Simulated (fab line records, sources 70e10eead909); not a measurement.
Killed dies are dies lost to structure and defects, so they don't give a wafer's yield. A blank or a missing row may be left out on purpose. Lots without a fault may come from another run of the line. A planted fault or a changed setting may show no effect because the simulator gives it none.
Chamber matching | flow nand_harc | NHARC_A_ONON_D1_DEP_33 on pecvd-02: 3 sister chambers
The step deposits SiO2, target thk 200 nm. 15 wafers are shown with their chamber, then 7 later ones without.

WAFERS WITH THEIR CHAMBER
wafer  | chamber | showerhead_vpp_V (V) | heater_power_outer_w (W) | heater_power_w (W)
L698.1 | 0       | 1804                 | 185                      | 398
L698.2 | 2       | 1979                 | 465                      | 749
L698.6 | 2       | 1982                 | 466                      | 757
L700.3 | 2       | 2014                 | 451                      | 735
L700.6 | 0       | 1823                 | 212                      | 433
L701.3 | 0       | 1804                 | 182                      | 391
L701.6 | 0       | 1813                 | 191                      | 397
L712.2 | 0       | 1810                 | 167                      | 395
L712.4 | 0       | 1814                 | 182                      | 395
L712.6 | 1       | 1809                 | 330                      | 579
L714.1 | 2       | 2046                 | 481                      | 767
L714.2 | 1       | 1840                 | 388                      | 681
L714.5 | 1       | 1811                 | 398                      | 682
L715.1 | 2       | 1986                 | 395                      | 652
L715.3 | 2       | 1991                 | 416                      | 675

SIGNATURES (means of the wafers above)
reading              | chamber 0 | chamber 1 | chamber 2 | scatter within a chamber
showerhead_vpp_V     | 1811.33   | 1820.00   | 1999.67   | 18.7
heater_power_outer_w | 186.50    | 372.00    | 445.67    | 27.8
heater_power_w       | 401.50    | 647.33    | 722.50    | 40.3
Rule: a wafer's distance from a chamber is the root of the sum, over the readings, of the square of ((its reading less the chamber's mean) divided by the reading's scatter). The wafer belongs to the nearest chamber; if the next one is less than 2 further off, it can't be placed. The scatter: the root of (the sum of the squares of (reading less its chamber's mean) over the shown wafers, divided by (wafers less chambers)).

WAFERS WITHOUT THEIR CHAMBER
wafer  | showerhead_vpp_V (V) | heater_power_outer_w (W) | heater_power_w (W)
L715.6 | 1981                 | 427                      | 704
L717.1 | 1807                 | 327                      | 571
L717.4 | 1831                 | 341                      | 604
L717.5 | 1779                 | 157                      | 365
L718.1 | 2009                 | 476                      | 777
L718.3 | 1812                 | 227                      | 473
L718.6 | 1844                 | 386                      | 663

WHICH CHAMBER EACH WENT THROUGH
wafer  | from the rows above | in truth
L715.6 | 2                   | 2
L717.1 | 1                   | 1
L717.4 | 1                   | 1
L717.5 | 0                   | 0
L718.1 | 2                   | 2
L718.3 | 0                   | 0
L718.6 | 1                   | 1
Placed correctly: 7 of 7. Can't be placed from these rows: 0. Placed wrongly: 0.
